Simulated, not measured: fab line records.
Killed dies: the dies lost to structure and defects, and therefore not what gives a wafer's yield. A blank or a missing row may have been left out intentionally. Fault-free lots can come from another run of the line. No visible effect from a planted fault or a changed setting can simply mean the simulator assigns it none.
Lot-split experiment -- flow n5_finfet -- 21 wafers read across 7 lots, on a route 1938 steps long

== THE SPLIT ==
At N5_BEOL_M15_ILD_DEP_00 (deposits SiO2 from TEOS/O2, target thk 1629.3 nm, time 346.1 s), the setting time_s was moved away from the recipe's 346.1 s on 6 of the 21 wafers read, by -13.4% to +7.2%. For the rest of the wafers, this setting stayed at what the recipe calls for.

Split to reading: the file shows no intervening step.

== THE READING ==
M15_ILD_THK, in nm, at N5_BEOL_M15_THK_MEAS_01. A value of 1622 nm with a standard deviation of 21 nm is what fault-free wafers of this fab line usually give.

wafer,"tool, chamber at the split","time_s as run, s",against the recipe,"M15_ILD_THK, nm",against lot-mates on the recipe
L077.4,"pecvd-01, 2",346.1,recipe,1646,-
L077.5,"pecvd-01, 0,1",332.6,-3.9%,1575,-71
L077.6,"pecvd-01, 0,1",332.6,-3.9%,1573,-73
L076.1,"pecvd-02, 0",346.1,recipe,1633,-
L076.4,"pecvd-02, 1",346.1,recipe,1635,-
L076.6,"pecvd-02, 0",346.1,recipe,1637,-
L078.1,"pecvd-02, 0",346.1,recipe,1616,-
L078.3,"pecvd-02, 2",299.6,-13.4%,1391,-240
L078.5,"pecvd-02, 0",346.1,recipe,1646,-
L083.2,"pecvd-04, 0",346.1,recipe,1632,-
L083.4,"pecvd-04, 2",315.5,-8.8%,1493,-144
L083.6,"pecvd-04, 0",346.1,recipe,1643,-
L089.2,"pecvd-04, 2",346.1,recipe,1627,-
L089.4,"pecvd-04, 0",370.9,+7.2%,1759,+128
L089.6,"pecvd-04, 2",346.1,recipe,1634,-
L090.1,"pecvd-04, 1",346.1,recipe,1597,-
L090.3,"pecvd-04, 2",346.1,recipe,1627,-
L090.5,"pecvd-04, 2",346.1,recipe,1632,-
L096.2,"pecvd-01, 0",303.9,-12.2%,1394,-220
L096.5,"pecvd-01, 2",346.1,recipe,1620,-
L096.6,"pecvd-01, 0",346.1,recipe,1607,-
The file does not say which wafer passed through which chamber wherever a row lists several chambers: such a row stands for several wafers.

FIT RESULTS
A straight line over all 21 wafers: M15_ILD_THK changes by +17.7 nm for each +1% of time_s; r = +0.99; the points scatter about the line by 14 nm.
The same after taking each lot's own level away (the mean of its wafers on the recipe; 21 wafers): +17.7 nm for each +1%; r = +0.99; scatter 9 nm.
According to that fit, moving time_s by its largest amount changes the reading by 2.4e+02 nm.
Measured against the standard deviation above, the lots' own levels, which go from 1613.5 to 1646.0 nm, span 1.5 times it.
So the lot-to-lot level changes the slope little: the two slopes agree.
Check: -237 nm against its lot-mates is what the line predicts for one of the wafers moved furthest among these (-13.4%) when that wafer is left out of the fit. It came out at -240 nm against them.

== ADDITIONAL SPLITS CARRIED BY THESE WAFERS ==
These wafers also went through other splits before the reading. Each is held against what the fit with the lots' levels taken away leaves over:
other split on the same wafers,wafers away from the commonest value,r with M15_ILD_THK (lot level and that fit taken away)
N5_BEOL_M9_ETCH_66 time_s,9,+0.05
N5_BEOL_M10_COAT_63 spin_rpm,6,-0.09
N5_BEOL_M10_COAT_64 spin_rpm,5,-0.38
N5_BEOL_M11_COAT_22 spin_rpm,11,-0.07
N5_BEOL_M11_EXPOSE_25 dose_mj,7,-0.24
N5_BEOL_M12_SPUTTER_43 power_w,3,+0.10
N5_BEOL_M13_SPUTTER_44 power_w,5,-0.02

== THE WHOLE CHAIN: every reading that the file lists as answering this split, in the file's order ==
step,what it does,reading,change (the file's fit),r (the file's)
N5_BEOL_M15_ILD_DEP_00,"deposits SiO2 from TEOS/O2, target thk 1629.3 nm, time 346.1 s","SiO2_of_BEOL_M15_ILD_DEP_00.thk_nm (the simulator's own value, which no gauge read)",+17.7 nm for each +1% of the setting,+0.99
N5_BEOL_M15_THK_MEAS_01,,M15_ILD_THK,+17.7 for each +1% of the setting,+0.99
N5_BEOL_M15_VIA_ETCH_16,"etches SiO2 in C4F8/O2/Ar, target depth 1792.2 nm","etch.depth_nm (the simulator's own value, which no gauge read)",+17.7 nm for each +1% of the setting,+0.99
N5_BEOL_M15_VIA_ETCH_16,"etches SiO2 in C4F8/O2/Ar, target depth 1792.2 nm","coat_of_BEOL_M15_COAT_04.thk_nm (the simulator's own value, which no gauge read)",-4.16 nm for each +1% of the setting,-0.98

== THE FILE'S OWN FIT ==
M15_ILD_THK changes by +17.7 nm for each +1% of time_s, r = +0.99.
